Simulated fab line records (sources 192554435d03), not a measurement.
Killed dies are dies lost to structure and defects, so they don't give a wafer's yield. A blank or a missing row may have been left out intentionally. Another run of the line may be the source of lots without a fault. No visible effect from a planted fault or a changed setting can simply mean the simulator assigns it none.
Chamber matching -- flow n5_finfet -- 4 sister chambers for N5_BEOL_M3_ETCH_69 on rie_diel-01
The step etches SiARC in CF4, target depth 15.6 nm, time 26 s. 8 wafers are shown with their chamber, then 10 later ones without.

## WAFERS, EACH WITH ITS CHAMBER
wafer,chamber,drypump_motor_current_A (A),showerhead_plenum_p_Torr (Torr)
L081.5,0,4.9,2.11
L086.2,0,4.9,2.11
L087.4,1,5.7,2.09
L090.2,2,5.2,2.06
L090.4,1,5.8,2.08
L090.5,3,5.6,2.23
L092.4,2,5.2,2.06
L092.5,3,5.6,2.23

## WAFERS WITHOUT THEIR CHAMBER
wafer,drypump_motor_current_A (A),showerhead_plenum_p_Torr (Torr)
L092.6,5.0,2.10
L093.1,5.0,2.10
L093.2,5.2,2.06
L093.6,5.6,2.23
L096.3,4.9,2.10
L096.4,5.8,2.08
L096.6,5.6,2.22
L097.2,4.9,2.10
L097.3,5.2,2.06
L097.5,5.8,2.08

## CHAMBER TAKEN BY EACH
wafer,from the rows above,in truth
L092.6,0,0
L093.1,0,0
L093.2,2,2
L093.6,3,3
L096.3,0,0
L096.4,1,1
L096.6,3,3
L097.2,0,0
L097.3,2,2
L097.5,1,1
Placed correctly: 10 of 10. Number that these rows cannot place: 0. Placed wrongly: 0.
How it was worked out, from the rows above alone: a wafer's distance from a chamber is the root of the sum, over the readings, of the square of ((its reading less the chamber's mean) divided by the reading's scatter). The wafer belongs to the nearest chamber; if the next one is less than 2 further off, it can't be placed. A chamber's mean is the mean of its shown wafers. The scatter: take each reading less its chamber's mean, square it, sum over the shown wafers, divide by the number of wafers less the number of chambers, and take the root.
